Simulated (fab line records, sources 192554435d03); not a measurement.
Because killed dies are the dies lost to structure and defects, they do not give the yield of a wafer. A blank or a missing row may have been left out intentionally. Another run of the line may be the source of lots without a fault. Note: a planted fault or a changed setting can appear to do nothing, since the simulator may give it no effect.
Matching of chambers / flow n5Finfet / 4 sister chambers for N5_HKMG_FIN_ETCH_67 on rieDiel-06
The step etches SOC in N2/H2, stops on TiN, target depth 388.9 nm. 8 wafers are shown with their chamber, then 8 later ones without.

WAFERS PAIRED WITH THEIR CHAMBERS
wafer=L082.1; chamber=3; drypumpMotorCurrentA (A)=6.7; throttleValvePct (%)=18.11
wafer=L083.5; chamber=3; drypumpMotorCurrentA (A)=6.7; throttleValvePct (%)=18.10
wafer=L086.1; chamber=0; drypumpMotorCurrentA (A)=5.1; throttleValvePct (%)=17.86
wafer=L086.3; chamber=2; drypumpMotorCurrentA (A)=5.4; throttleValvePct (%)=18.15
wafer=L087.2; chamber=2; drypumpMotorCurrentA (A)=5.4; throttleValvePct (%)=18.17
wafer=L087.3; chamber=1; drypumpMotorCurrentA (A)=4.8; throttleValvePct (%)=17.83
wafer=L087.4; chamber=0; drypumpMotorCurrentA (A)=5.2; throttleValvePct (%)=17.86
wafer=L088.2; chamber=1; drypumpMotorCurrentA (A)=4.8; throttleValvePct (%)=17.84

WAFERS WITHOUT THEIR CHAMBER
wafer=L088.5; drypumpMotorCurrentA (A)=4.9; throttleValvePct (%)=17.86
wafer=L088.6; drypumpMotorCurrentA (A)=5.4; throttleValvePct (%)=18.18
wafer=L089.2; drypumpMotorCurrentA (A)=5.2; throttleValvePct (%)=17.88
wafer=L089.3; drypumpMotorCurrentA (A)=5.3; throttleValvePct (%)=18.17
wafer=L089.6; drypumpMotorCurrentA (A)=5.2; throttleValvePct (%)=17.87
wafer=L096.2; drypumpMotorCurrentA (A)=5.2; throttleValvePct (%)=17.90
wafer=L096.4; drypumpMotorCurrentA (A)=6.7; throttleValvePct (%)=17.73
wafer=L096.6; drypumpMotorCurrentA (A)=5.2; throttleValvePct (%)=17.92

CHAMBER TAKEN BY EACH
wafer=L088.5; from the rows above=1; in truth=1
wafer=L088.6; from the rows above=2; in truth=2
wafer=L089.2; from the rows above=0; in truth=0
wafer=L089.3; from the rows above=2; in truth=2
wafer=L089.6; from the rows above=0; in truth=0
wafer=L096.2; from the rows above=0; in truth=0
wafer=L096.4; from the rows above=3; in truth=3
wafer=L096.6; from the rows above=0; in truth=0
8 of 8 placed correctly. Left unplaced by these rows: 0. Wrongly placed: 0.
How it was worked out, from the rows above alone: a wafer's distance from a chamber is the root of the sum, over the readings, of the square of ((its reading less the chamber's mean) divided by the reading's scatter). If the next closest chamber is less than 2 further off than the closest, the wafer can't be placed; otherwise it belongs to the closest. A chamber's mean is the mean of its shown wafers. The scatter is the square root of a quotient: the sum, over the shown wafers, of each reading's squared deviation from its chamber's mean, divided by wafers minus chambers.
